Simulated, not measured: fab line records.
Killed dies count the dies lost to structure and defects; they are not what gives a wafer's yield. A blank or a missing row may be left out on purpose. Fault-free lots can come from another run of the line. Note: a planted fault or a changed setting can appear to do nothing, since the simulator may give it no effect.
Struck lot and sound lot, side by side || flow nandHarc || 42 out of 1302 route steps
Sound: wafers L638.2, L638.4, L638.5. Struck: wafer L628.6 (L628.2, L628.5, from the same lot, were not struck and are left out); the cause is given at the end.
For every step that has rows: the tool of each side, followed by ch and its chambers, followed by its first start. Under that, the readings that differ: sound wafers || struck wafers || difference of the means || sigmas: that difference in standard deviations of wafers without a fault.
alike: words and numbers the same on both sides, and readings whose means are apart by under 2 such deviations; not compared: readings that were withheld, readings missing a value for some wafer, numbers with overlapping values and no deviation given by the record, and bounds like >300 which may hide the same value.
Wherever a step has rows on one side only, a row that says differs or no value, or a row with sigmas, the two part there. Numbers that don't overlap but have no deviation are shown without sigmas and don't part them. Lack of a reading on every wafer of one side parts them only where that side has two or more wafers.

first, 1 step without rows for these wafers: NHARC_P_M2_PRE_CLEAN_30 (time 30 s).
NHARC_P_M2_PVD_20: deposits TaN, target thk 5 nm, time 8.06 s.
  sound on pvdSputter-03; struck on pvdSputter-02
  alike: chamberPressurePa, throttleValvePct
then, 4 steps without rows for these wafers: NHARC_P_M2_PVD_21 (deposits Cu, target thk 30 nm, time 20.49 s); NHARC_P_M2_ECD_22 (material Cu, target thk 400 nm); NHARC_P_M2_ANNEAL_31 (time 90 s); NHARC_P_M2_CMP_23 (polishes, t overpolish 20 s, target thk 144.3 nm).
NHARC_P_M2_THK_MEAS_24: measures by xrf.
  struck on filmMetro-01, day 10 05:29; sound on filmMetro-02, day 14 11:28
  alike: thkNm
after that, 1 step had no rows for these wafers: NHARC_P_M2_SRD_25.
NHARC_P_M2_INSPECT_27:
  struck on defectInspect-02, day 10 05:38; sound on defectInspect-02, day 14 11:37
  alike: rawDefectCount
then, 1 step without rows for these wafers: NHARC_P_M2_PRE_CLEAN_32 (time 12 s).
NHARC_P_M2_DEP_33: deposits SiCN, target thk 30 nm.
  sound on pecvd-04 ch 0,1,2, day 14 11:51; struck on pecvd-04 ch 1, day 10 05:47
  alike: heaterPowerW
NHARC_P_BONDPAD_DEP_00: deposits SiCN, target thk 250 nm.
  sound on pecvd-04 ch 0,1,2, day 14 12:10; struck on pecvd-02 ch 0, day 10 06:17
  alike: heaterPowerW
then, 1 step without rows for these wafers: NHARC_P_BONDPAD_CMP_32 (polishes SiCN, target thk 200 nm).
NHARC_P_BONDPAD_THK_MEAS_33: measures by ellipsometry.
  struck on filmMetro-01, day 10 06:51; sound on filmMetro-02, day 14 12:49
  alike: thkNm
then, 10 steps without rows for these wafers: NHARC_P_BONDPAD_SRD_34; NHARC_P_BONDPAD_DEHYDRATE_01 (time 120 s); NHARC_P_BONDPAD_HMDS_02 (time 30 s); NHARC_P_BONDPAD_COAT_36 (time 65 s); NHARC_P_BONDPAD_COAT_03 (resist thk 600 nm); NHARC_P_BONDPAD_SOFTBAKE_04 (time 70 s); NHARC_P_BONDPAD_EBR_05; NHARC_P_BONDPAD_EXPOSE_06 (exposes mask P BPAD); NHARC_P_BONDPAD_PEB_07 (peb time 80 s); NHARC_P_BONDPAD_DEVELOP_08 (time 50 s).
NHARC_P_BONDPAD_CD_MEAS_09: the cd target is 500 nm.
  sound on cdSem-02 ch 0, day 14 13:15; struck on cdSem-02 ch 0, day 10 07:26
  alike: cdNm
NHARC_P_BONDPAD_OVL_MEAS_38:
  struck on overlay-01, day 10 07:31; sound on overlay-01, day 14 13:20
  alike: overlayXNm, overlayYNm
then, 4 steps without rows for these wafers: NHARC_P_BONDPAD_HARDBAKE_10 (time 65 s); NHARC_P_BONDPAD_DESCUM_11 (chemistry O2, time 3 s); NHARC_P_BONDPAD_ETCH_37 (etches the open film in N2/H2, target depth 60 nm, overetch 18 nm, time 65.91 s); NHARC_P_BONDPAD_ETCH_12 (etches the open film in CHF3/O2, target depth 200 nm, time 100 s).
NHARC_P_BONDPAD_CD_MEAS_13:
  struck on cdSem-01, day 10 07:57; sound on cdSem-03, day 14 13:47
  alike: cdNm
then, 4 steps without rows for these wafers: NHARC_P_BONDPAD_STRIP_15 (strips in O2); NHARC_P_BONDPAD_ETCH_24 (etches the open film in CF4/N2, target depth 30 nm, time 72.99 s); NHARC_P_BONDPAD_STRIP_16 (strips in post etch residue remover, time 600 s); NHARC_P_BONDPAD_DEGAS_25 (time 60 s).
NHARC_P_BONDPAD_PRE_CLEAN_26: time 30 s.
  sound on pvdSputter-01; struck on pvdSputter-01
  alike: heaterPowerW
then, 1 step without rows for these wafers: NHARC_P_BONDPAD_PVD_17 (deposits TaN, target thk 5 nm, time 8.06 s).
NHARC_P_BONDPAD_PVD_27: deposits Cu, target thk 30 nm, time 20.49 s.
  sound on pvdSputter-01; struck on pvdSputter-01
  alike: chamberPressurePa, throttleValvePct
then, 1 step without rows for these wafers: NHARC_P_BONDPAD_ECD_18 (material Cu, target thk 400 nm).
NHARC_P_BONDPAD_ANNEAL_28: time 90 s.
  sound on rtpAnneal-02 ch 0, day 14 15:11; struck on rtpAnneal-01 ch 0, day 10 09:23
  alike: annealTempC, wafer_temp_C_max
then, 1 step without rows for these wafers: NHARC_P_BONDPAD_CMP_19 (polishes, t overpolish 30 s, cu recess touch 16 s, target thk 160.81 nm).
-- the record jumps here: 18 days lie between the struck wafers' starts before and after (it left off in module P_BONDPAD and takes up again in module END, whose first step shown is number 1302 of the route) --
NHARC_END_SORT_01:
  sound on prober-02 ch 0, day 32 07:20; struck on prober-02 ch 0, day 28 01:34
{"reading": "defectLimitedYield (%)", "sound": "91.9 91.7 91.3", "struck": 72.7, "difference": -18.9, "sigmas": -8}
{"reading": "killedAtArray", "sound": "48 49 51", "struck": 94, "difference": "+45", "sigmas": "+3"}
{"reading": "killedAtOther", "sound": "0 1 0", "struck": 3, "difference": "+3", "sigmas": "+3"}
{"reading": "killedAtPeriphery", "sound": "7 6 8", "struck": 88, "difference": "+81", "sigmas": "+28"}
{"reading": "killedDies", "sound": "55 56 59", "struck": 185, "difference": "+128", "sigmas": "+8"}
{"reading": "sort_bin_2_pct (%)", "sound": "3.0 4.0 3.2", "struck": 10.2, "difference": "+6.8", "sigmas": "+6"}
{"reading": "sort_bin_3_pct (%)", "sound": "0.6 1.0 0.9", "struck": 5.5, "difference": "+4.7", "sigmas": "+14"}
{"reading": "sort_bin_4_pct (%)", "sound": "4.6 3.2 4.6", "struck": 11.7, "difference": "+7.6", "sigmas": "+5"}
{"reading": "sortNPass", "sound": "622 621 618", "struck": 492, "difference": -128, "sigmas": -8}
{"reading": "sortYieldPct (%)", "sound": "91.9 91.7 91.3", "struck": 72.7, "difference": -18.9, "sigmas": -8}
  alike: killedOpen, killedShort, sortRimYieldPct

== WHERE THEY PART ==
NHARC_END_SORT_01 only, going by this record.

WHY: what the simulator had put in
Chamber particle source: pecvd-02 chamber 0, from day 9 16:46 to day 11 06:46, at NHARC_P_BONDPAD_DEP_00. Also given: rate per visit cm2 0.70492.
